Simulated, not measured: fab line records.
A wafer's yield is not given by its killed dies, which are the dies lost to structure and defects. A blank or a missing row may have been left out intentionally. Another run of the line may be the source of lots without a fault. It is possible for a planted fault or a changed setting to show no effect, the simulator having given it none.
Split-lot trial -- flow n5_finfet -- route with 1938 steps; 7 lots, 21 wafers read

== ON THE SPLIT ==
At N5_BEOL_M3_EXPOSE_25 (exposes mask V2, defocus 5 nm), the setting dose_mj was moved away from the recipe's 63 on 7 of the 21 wafers read, by -2.1% to +6.0%. This setting was run at the recipe's value on the other wafers.

== FROM THE SPLIT TO THE READING: what the file shows between them, 2 steps ==
- N5_BEOL_M3_PEB_26: peb time 60 s
- N5_BEOL_M3_DEVELOP_27: develop time 30 s

== THE READING ==
cd_nm, in nm, at N5_BEOL_M3_CD_MEAS_28 (target cd 25.7 nm, target cd y 23.3 nm). A value of 25.77 nm with a standard deviation of 0.24 nm is what fault-free wafers of this fab line usually give.

wafer,"tool, chamber at the split",dose_mj as run,against the recipe,"cd_nm, nm",against lot-mates on the recipe
L075.1,"euv_scanner-02, 0",63,recipe,25.69,-
L075.3,"euv_scanner-02, 0",63,recipe,25.76,-
L075.4,"euv_scanner-02, 0",63,recipe,25.79,-
L078.1,"euv_scanner-02, 0",63,recipe,25.42,-
L078.2,"euv_scanner-02, 0",66.18,+5.0%,26.48,+0.93
L078.6,"euv_scanner-02, 0",63,recipe,25.69,-
L085.1,"euv_scanner-01, 0",61.7,-2.1%,25.22,-0.59
L085.5,"euv_scanner-01, 0",63,recipe,25.81,-
L085.6,"euv_scanner-01, 0",61.7,-2.1%,25.07,-0.74
L087.3,"euv_scanner-01, 0",63,recipe,25.85,-
L087.4,"euv_scanner-01, 0",63,recipe,25.84,-
L087.6,"euv_scanner-01, 0",63,recipe,25.50,-
L093.3,"euv_scanner-02, 0",63,recipe,25.86,-
L093.4,"euv_scanner-02, 0",63,recipe,25.51,-
L093.6,"euv_scanner-02, 0",66.8,+6.0%,26.55,+0.86
L092.1,"euv_scanner-02, 0",66.56,+5.7%,26.95,+1.26
L092.3,"euv_scanner-02, 0",66.56,+5.7%,27.03,+1.34
L092.6,"euv_scanner-02, 0",63,recipe,25.69,-
L097.3,"euv_scanner-01, 0",63,recipe,25.64,-
L097.5,"euv_scanner-01, 0",65.5,+4.0%,26.54,+0.81
L097.6,"euv_scanner-01, 0",63,recipe,25.81,-

THE FIT
A straight line over all 21 wafers: cd_nm changes by +0.198 nm for each +1% of dose_mj; r = +0.95; the points scatter about the line by 0.17 nm.
The same after taking each lot's own level away (the mean of its wafers on the recipe; 21 wafers): +0.209 nm for each +1%; r = +0.96; scatter 0.16 nm.
Per that fit: largest dose_mj move, reading shift of 1.3 nm.
Across the lots, their own levels run from 25.555 to 25.810 nm, a range of 1.1 times the standard deviation given above.
Consequently the slope shifts little with the lot-to-lot level, the two slopes agreeing.
Check: +1.34 nm against its lot-mates is what the line predicts for one of the wafers moved furthest among these (+6.0%) when that wafer is left out of the fit. It came out at +0.865 nm against them.

== ADDITIONAL SPLITS CARRIED BY THESE WAFERS ==
Note: prior to the reading, these wafers also went through further splits. Each is held against what the fit with the lots' levels taken away leaves over:
other split on the same wafers,wafers away from the commonest value,r with cd_nm (lot level and that fit taken away)
N5_BEOL_M0_TRENCH_ETCH_107 target_depth_a,7,-0.02
N5_BEOL_M1_EXPOSE_25 dose_mj,6,-0.07
N5_BEOL_M2_COAT_73 spin_rpm,5,+0.12
N5_BEOL_M2_DESCUM_16 time_s,4,+0.27

== THE FILE'S OWN FIT ==
cd_nm changes by +0.192 nm for each +1% of dose_mj, r = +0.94.
